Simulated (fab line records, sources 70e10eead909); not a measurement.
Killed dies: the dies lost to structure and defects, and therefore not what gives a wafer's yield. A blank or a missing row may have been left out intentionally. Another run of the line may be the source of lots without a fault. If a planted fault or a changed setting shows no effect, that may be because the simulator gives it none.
Tool commonality check -- flow nand-harc -- Sample size 2 lots and 6 wafers

## WHY THIS WAS OPENED
At NHARC_END_SORT_01 the reading killed-at-array is flagged on 2 of 2 lots. No-fault wafers: 44, standard deviation 16.
Rule: a lot gets a flag if all its wafers with a number sit over 4 standard deviations from that mean, or if no wafer of it has a number. As for the other lots, they are considered sound.

lot,measured,on,"killed-at-array, wafer by wafer",flag
L264,day 30 08:06,prober-01,668 671 674,FLAGGED
L263,day 30 08:07,prober-02,673 672 673,FLAGGED
On average the flagged lots' numbers are 672, which is +628 against the usual, or +39 standard deviations.

## WHICH TOOL RAN EACH LOT
4 process steps preceding the reading are held in the record, out of 1302 steps in the route. Cell contents, in order: the tool; ch with the chambers the sampled wafers went through; the start.
lot,flag,NHARC_A_CONTACT_ETCH_75,NHARC_A_CONTACT_ETCH_124,NHARC_A_CONTACT_ETCH_126,NHARC_A_CONTACT_ETCH_97
L264,FLAGGED,"rie-diel-04 ch 0,1,2, day 27 21:55","har-cap-etch-01 ch 0,1, day 27 23:22","har-cap-etch-01 ch 0,1, day 27 23:44","rie-diel-01 ch 0,2,3, day 28 01:53"
L263,FLAGGED,"rie-diel-01 ch 0,1,3, day 27 20:58","har-cap-etch-03 ch 0,1, day 27 22:27","har-cap-etch-03 ch 0,1, day 27 22:49","rie-diel-01 ch 0,2, day 28 00:58"
These steps, and what they do:
- NHARC_A_CONTACT_ETCH_75: etches the open film in CF4, target depth 39 nm, time 65 s.
- NHARC_A_CONTACT_ETCH_124: etches the open film in C4F8/O2/Ar, time 140 s, target depth 700 nm.
- NHARC_A_CONTACT_ETCH_126: etches the open film in C4F8/O2/Ar, time 197 s, target depth 1918 nm.
- NHARC_A_CONTACT_ETCH_97: etches the open film in C4F6/O2, target depth 20 nm, time 10 s.
- NHARC_END_SORT_01

## FLAGGED OVER TOTAL, TOOL BY TOOL (the gauges that took the reading come last)
step,tool,lots run,flagged,share of the flagged lots,sound lots run after its first flagged lot
NHARC_A_CONTACT_ETCH_75,rie-diel-01,1,1,some,0
NHARC_A_CONTACT_ETCH_75,rie-diel-04,1,1,some,0
NHARC_A_CONTACT_ETCH_124,har-cap-etch-01,1,1,some,0
NHARC_A_CONTACT_ETCH_124,har-cap-etch-03,1,1,some,0
NHARC_A_CONTACT_ETCH_126,har-cap-etch-01,1,1,some,0
NHARC_A_CONTACT_ETCH_126,har-cap-etch-03,1,1,some,0
NHARC_A_CONTACT_ETCH_97,rie-diel-01,2,2,all,0
NHARC_END_SORT_01,prober-01,1,1,some,0
NHARC_END_SORT_01,prober-02,1,1,some,0

## WHAT IS ALLOWED BY THE TABLE
In the table, 1 row covers all flagged lots: rie-diel-01 at NHARC_A_CONTACT_ETCH_97.
- rie-diel-01 at NHARC_A_CONTACT_ETCH_97 ran 2 lots, 2 of them flagged. With no sound lot run before its first flagged lot in this sample, there is nothing to narrow down the start.
Left over: one tool, rie-diel-01 at NHARC_A_CONTACT_ETCH_97.

## WHAT THE SIMULATOR HAD PUT IN
Beginning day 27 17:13, the whole step at NHARC_A_CONTACT_ETCH_97 was skipped on rie-diel-01. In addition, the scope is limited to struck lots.
Lots struck among those shown: L264, L263. This agrees with what the rule above found.
